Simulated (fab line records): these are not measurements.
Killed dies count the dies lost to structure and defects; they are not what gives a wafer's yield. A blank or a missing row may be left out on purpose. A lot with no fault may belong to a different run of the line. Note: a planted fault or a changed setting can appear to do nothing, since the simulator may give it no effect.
What tool caused it? | flow nandHarc | Sampling: 13 lots, 39 wafers, 5 of 1159 route steps

== WHAT THE GAUGES READ, wafer by wafer ==
NHARC_P_M0_CD_MEAS_09: the cd target is 90 nm.
lot  | measured     | on       | cdNm (nm)
L345 | day 6 07:53  | cdSem-01 | 90.1 90.1 90.0
L344 | day 6 09:53  | cdSem-02 | 90.1 89.6 91.7
L346 | day 6 17:08  | cdSem-03 | 90.3 91.2 91.4
L348 | day 6 20:41  | cdSem-01 | 90.8 89.7 90.6
L347 | day 6 21:13  | cdSem-03 | 89.8 89.2 88.7
L349 | day 7 00:36  | cdSem-02 | 90.7 89.5 90.4
L350 | day 7 06:03  | cdSem-01 | 89.5 91.0 91.2
L358 | day 8 21:07  | cdSem-01 | 91.5 90.8 89.9
L356 | day 9 03:07  | cdSem-03 | 91.5 90.9 89.7
L363 | day 10 13:07 | cdSem-02 | 90.9 91.5 90.5
L364 | day 10 18:48 | cdSem-03 | 90.8 89.7 90.3
L365 | day 11 02:52 | cdSem-03 | 91.8 90.6 91.5
L366 | day 11 02:34 | cdSem-01 | 91.2 91.7 91.1

NHARC_END_SORT_01.
lot  | measured     | on        | defectLimitedYield (%) | killedAtArray | killedAtOther | killedAtPeriphery | killedDies | killedOpen | killedShort | sort_bin_2_pct (%) | sort_bin_3_pct (%) | sort_bin_4_pct (%) | sortNPass   | sortRimYieldPct (%) | sortYieldPct (%)
L345 | day 19 15:46 | prober-01 | 97.5 97.6 97.0         | 13 8 16       | 0 5 3         | 4 3 1             | 17 16 20   | 4 3 5      | 1 1 1       | 0.7 0.7 0.9        | 0.15 0.30 0.30     | 1.6 1.3 1.8        | 660 661 657 | 98.1 99.1 95.3      | 97.5 97.6 97.0
L344 | day 20 00:25 | prober-01 | 95.4 96.5 94.4         | 30 21 33      | 0 1 1         | 1 2 4             | 31 24 38   | 1 2 5      | 1 0 1       | 1.5 0.7 1.8        | 0.15 0.44 0.44     | 3.0 2.4 3.4        | 646 653 639 | 91.5 100.0 98.1     | 95.4 96.5 94.4
L346 | day 20 09:53 | prober-02 | 96.8 96.2 95.1         | 20 26 31      | 0 0 0         | 2 0 2             | 22 26 33   | 7 4 3      | 1 0 2       | 1.3 0.9 0.9        | 0.15 0 0.44        | 1.8 3.0 3.5        | 655 651 644 | 95.3 96.2 97.2      | 96.8 96.2 95.1
L348 | day 19 16:44 | prober-02 | 95.1 96.9 97.0         | 30 18 18      | 0 0 0         | 3 3 2             | 33 21 20   | 2 4 3      | 1 2 2       | 1.6 0.9 1.2        | 0.15 0.30 0        | 3.1 1.9 1.8        | 644 656 657 | 98.1 98.1 99.1      | 95.1 96.9 97.0
L347 | day 20 02:02 | prober-02 | 96.3 97.2 95.6         | 22 15 27      | 1 1 1         | 2 3 2             | 25 19 30   | 4 1 2      | 3 1 2       | 1.0 1.5 0.9        | 0.30 0 0           | 2.4 1.3 3.5        | 652 658 647 | 97.2 94.3 97.2      | 96.3 97.2 95.6
L349 | day 20 09:56 | prober-01 | 97.3 95.6 95.7         | 17 27 21      | 0 2 3         | 1 1 5             | 18 30 29   | 1 2 5      | 1 1 5       | 0.7 1.5 1.6        | 0.15 0.44 0.15     | 1.8 2.5 2.5        | 659 647 648 | 100.0 99.1 97.2     | 97.3 95.6 95.7
L350 | day 20 16:11 | prober-01 | 95.9 95.7 96.9         | 25 24 18      | 0 0 0         | 3 5 3             | 28 29 21   | 3 2 2      | 2 1 4       | 0.7 1.0 0.9        | 0.15 0.44 0        | 3.2 2.8 2.2        | 649 648 656 | 100.0 99.1 95.3     | 95.9 95.7 96.9
L358 | day 23 07:53 | prober-02 | 93.4 93.4 93.6         | 42 42 41      | 0 0 0         | 3 3 2             | 45 45 43   | 2 2 3      | 3 3 2       | 2.8 2.4 1.5        | 0.44 0.59 0.15     | 3.4 3.7 4.7        | 632 632 634 | 94.3 94.3 96.2      | 93.4 93.4 93.6
L356 | day 22 10:23 | prober-01 | 93.6 93.4 94.2         | 41 41 32      | 0 1 0         | 2 3 7             | 43 45 39   | 4 3 3      | 3 0 1       | 1.9 1.9 1.9        | 0.74 0.30 0.59     | 3.7 4.4 3.2        | 634 632 638 | 98.1 98.1 91.5      | 93.6 93.4 94.2
L363 | day 24 01:05 | prober-02 | 96.6 95.6 96.2         | 20 24 24      | 0 0 0         | 3 6 2             | 23 30 26   | 3 4 3      | 2 2 2       | 1.3 2.1 1.3        | 0 0.15 0.15        | 2.1 2.2 2.4        | 654 647 651 | 100.0 96.2 100.0    | 96.6 95.6 96.2
L364 | day 23 23:31 | prober-01 | 93.6 95.1 93.9         | 36 30 36      | 0 1 0         | 7 2 5             | 43 33 41   | 2 1 3      | 3 1 3       | 2.7 1.2 2.5        | 0.30 0.30 0.30     | 3.4 3.4 3.2        | 634 644 636 | 98.1 92.5 98.1      | 93.6 95.1 93.9
L365 | day 24 11:55 | prober-01 | 94.2 95.3 95.0         | 33 28 28      | 3 1 1         | 3 3 5             | 39 32 34   | 6 2 3      | 1 5 0       | 1.2 1.2 1.6        | 0.44 0.15 0.15     | 4.1 3.4 3.2        | 638 645 643 | 91.5 96.2 96.2      | 94.2 95.3 95.0
L366 | day 24 15:05 | prober-02 | 95.7 94.7 94.2         | 26 27 33      | 0 2 3         | 3 7 3             | 29 36 39   | 3 3 4      | 2 4 1       | 1.0 1.6 1.3        | 0.30 0.30 0.44     | 3.0 3.4 4.0        | 648 641 638 | 97.2 98.1 97.2      | 95.7 94.7 94.2

== WHAT TOOL EACH LOT RAN ON (gives the tool, then ch and the chambers of the sampled wafers, and finally the start) ==
lot  | NHARC_P_CONTACT_CMP_01        | NHARC_P_CONTACT_ALD_22             | NHARC_P_M0_SOFTBAKE_04
L345 | cmp-04 ch 1,2, day 5 21:59    | aldMetal-03 ch 2,3, day 6 00:40    | lithoTrack-06 ch 0, day 6 07:00
L344 | cmp-04 ch 0,2,3, day 5 22:26  | aldMetal-02 ch 0,1,3, day 6 01:19  | lithoTrack-06 ch 0, day 6 09:00
L346 | cmp-01 ch 0,1,3, day 6 02:32  | aldMetal-02 ch 0,1,2, day 6 05:23  | lithoTrack-04 ch 0, day 6 16:00
L348 | cmp-01 ch 0,1, day 6 09:54    | aldMetal-03 ch 1,2, day 6 12:43    | lithoTrack-01 ch 0, day 6 20:00
L347 | cmp-01 ch 2,3, day 6 10:20    | aldMetal-04 ch 0,2,3, day 6 13:14  | lithoTrack-06 ch 0, day 6 20:00
L349 | cmp-01 ch 2,3, day 6 17:47    | aldMetal-02 ch 1,2,3, day 6 20:39  | lithoTrack-06 ch 0, day 7 00:00
L350 | cmp-02 ch 0,1,2, day 7 00:32  | aldMetal-02 ch 2,3, day 7 03:20    | lithoTrack-04 ch 0, day 7 05:00
L358 | cmp-01 ch 0,2,3, day 8 16:17  | aldMetal-04 ch 0,1,3, day 8 19:07  | lithoTrack-04 ch 0, day 8 20:00
L356 | cmp-04 ch 0,1,2, day 8 19:22  | aldMetal-04 ch 0,1, day 8 22:17    | lithoTrack-04 ch 0, day 9 02:00
L363 | cmp-01 ch 2,3, day 10 06:59   | aldMetal-02 ch 0,1,3, day 10 09:51 | lithoTrack-06 ch 0, day 10 12:00
L364 | cmp-04 ch 0,3, day 10 08:40   | aldMetal-03 ch 0,1,2, day 10 12:53 | lithoTrack-06 ch 0, day 10 18:00
L365 | cmp-01 ch 0,1,3, day 10 21:22 | aldMetal-03 ch 0,1, day 11 00:35   | lithoTrack-01 ch 0, day 11 02:00
L366 | cmp-02 ch 0,1,2, day 10 21:29 | aldMetal-02 ch 1,2,3, day 11 00:25 | lithoTrack-06 ch 0, day 11 02:00
- NHARC_P_CONTACT_CMP_01: polishes SiO2, target thk 200 nm.
- NHARC_P_CONTACT_ALD_22: deposits TiN, target thk 3 nm, pulse time 1 s, ald cycles 150.
- NHARC_P_M0_SOFTBAKE_04: time 55 s.

== AS READ BY THE TOOLS THEMSELVES (means over the sampled wafers that have a number; for cases with no such wafer, the mark the record gives instead) ==
NHARC_P_CONTACT_CMP_01.
lot  | tool   | motorCurrentA (A)
L345 | cmp-04 | 12.0
L344 | cmp-04 | 12.3
L346 | cmp-01 | 11.6
L348 | cmp-01 | 12.5
L347 | cmp-01 | 11.0
L349 | cmp-01 | 11.0
L350 | cmp-02 | 12.6
L358 | cmp-01 | 11.4
L356 | cmp-04 | 12.9
L363 | cmp-01 | 10.9
L364 | cmp-04 | 12.2
L365 | cmp-01 | 11.8
L366 | cmp-02 | 12.6

NHARC_P_CONTACT_ALD_22.
lot  | tool        | heaterPowerOuterW (W) | heaterPowerW (W) | precursorPulseHeightRel
L345 | aldMetal-03 | 770                   | 1190             | 1.005
L344 | aldMetal-02 | 682                   | 1071             | 0.997
L346 | aldMetal-02 | 672                   | 1009             | 1.012
L348 | aldMetal-03 | 697                   | 1106             | 1.001
L347 | aldMetal-04 | 639                   | 1031             | 1.003
L349 | aldMetal-02 | 670                   | 1040             | 1.008
L350 | aldMetal-02 | 650                   | 1028             | 0.999
L358 | aldMetal-04 | 667                   | 1062             | 1.016
L356 | aldMetal-04 | 724                   | 1182             | 0.981
L363 | aldMetal-02 | 679                   | 1043             | 0.978
L364 | aldMetal-03 | 706                   | 1121             | 0.993
L365 | aldMetal-03 | 697                   | 1118             | 1.008
L366 | aldMetal-02 | 653                   | 1040             | 1.012

NHARC_P_M0_SOFTBAKE_04.
lot  | tool          | heaterPowerTotalW (W)
L345 | lithoTrack-06 | 188.44
L344 | lithoTrack-06 | 188.51
L346 | lithoTrack-04 | 188.51
L348 | lithoTrack-01 | 188.37
L347 | lithoTrack-06 | 188.52
L349 | lithoTrack-06 | 188.59
L350 | lithoTrack-04 | 188.57
L358 | lithoTrack-04 | 183.79
L356 | lithoTrack-04 | 183.92
L363 | lithoTrack-06 | 188.54
L364 | lithoTrack-06 | 188.41
L365 | lithoTrack-01 | 188.42
L366 | lithoTrack-06 | 188.39

== THE ANSWER, worked out from the rows above alone ==
Rule: usual is defined by the lots themselves. The widest of any qualifying gaps counts: lots, ordered by their means at a reading, are off when they make up no more than a third of the lots, leave a main group of 4 or more, and stand apart from it by 3 or more times the standard deviation of that group's means. A main group is skipped when, at the precision printed for the reading in the tables above, its means are all equal. Also off: a lot with no number at a reading for which 4 or more lots have one. The other lots that the step has rows for count as sound. After the gauges, taken in route order, come the tools' own readings; for these a lot's mean is taken, as printed above. At the first step where some lot is off, the reading lying furthest off is the one used; lots without a number count as furthest.
Off, at NHARC_P_M0_SOFTBAKE_04 on heaterPowerTotalW: L358, L356. Main group: mean 188.48 W, sd 0.072.
If a tool, at that step or one of the process steps before it, ran each lot that is off and ran no sound lot following the first of them, it fits. This does not decide it: 2 tools fit, namely aldMetal-04 at NHARC_P_CONTACT_ALD_22 and lithoTrack-04 at NHARC_P_M0_SOFTBAKE_04.

== WHAT WAS PUT IN BY THE SIMULATOR ==
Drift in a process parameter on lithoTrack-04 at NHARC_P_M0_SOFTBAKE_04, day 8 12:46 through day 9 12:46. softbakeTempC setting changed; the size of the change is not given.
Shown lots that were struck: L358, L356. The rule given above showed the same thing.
